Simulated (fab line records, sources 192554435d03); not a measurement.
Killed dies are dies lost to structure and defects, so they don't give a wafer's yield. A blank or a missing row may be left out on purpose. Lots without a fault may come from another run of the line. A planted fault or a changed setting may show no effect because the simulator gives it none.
Chamber matching | flow n5_finfet | N5_BEOL_M2_ETCH_69 on rie_diel-03: 4 sister chambers
The step etches SiARC in CF4, target depth 15.6 nm, time 26 s. 8 wafers are shown with their chamber, then 9 later ones without.

WAFERS WITH THEIR CHAMBER
wafer  | chamber | drypump_motor_current_A (A) | showerhead_plenum_p_Torr (Torr)
L077.6 | 0       | 5.5                         | 2.03
L086.4 | 3       | 5.6                         | 2.24
L089.1 | 2       | 5.9                         | 2.09
L089.3 | 3       | 5.7                         | 2.24
L089.5 | 1       | 6.7                         | 2.09
L092.1 | 2       | 5.9                         | 2.09
L092.2 | 0       | 5.5                         | 2.27
L092.6 | 1       | 6.8                         | 2.09

WAFERS WITHOUT THEIR CHAMBER
wafer  | drypump_motor_current_A (A) | showerhead_plenum_p_Torr (Torr)
L094.1 | 5.9                         | 2.08
L094.5 | 5.6                         | 2.24
L094.6 | 5.9                         | 2.08
L095.2 | 5.9                         | 2.08
L095.3 | 5.6                         | 2.23
L095.5 | 5.6                         | 2.23
L097.2 | 5.6                         | 2.23
L097.3 | 6.7                         | 2.09
L097.6 | 5.5                         | 2.27

WHICH CHAMBER EACH WENT THROUGH
wafer  | from the rows above     | in truth
L094.1 | 2                       | 2
L094.5 | can't be placed: 3 or 0 | 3
L094.6 | 2                       | 2
L095.2 | 2                       | 2
L095.3 | can't be placed: 3 or 0 | 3
L095.5 | can't be placed: 3 or 0 | 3
L097.2 | can't be placed: 3 or 0 | 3
L097.3 | 1                       | 1
L097.6 | can't be placed: 0 or 3 | 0
Placed correctly: 4 of 9. Can't be placed from these rows: 5 (the true chamber is among the candidates in 5). Placed wrongly: 0.
How it was worked out, from the rows above alone: a wafer's distance from a chamber is the root of the sum, over the readings, of the square of ((its reading less the chamber's mean) divided by the reading's scatter). The wafer belongs to the nearest chamber; if the next one is less than 2 further off, it can't be placed. A chamber's mean is the mean of its shown wafers. The scatter: the root of (the sum of the squares of (reading less its chamber's mean) over the shown wafers, divided by (wafers less chambers)).
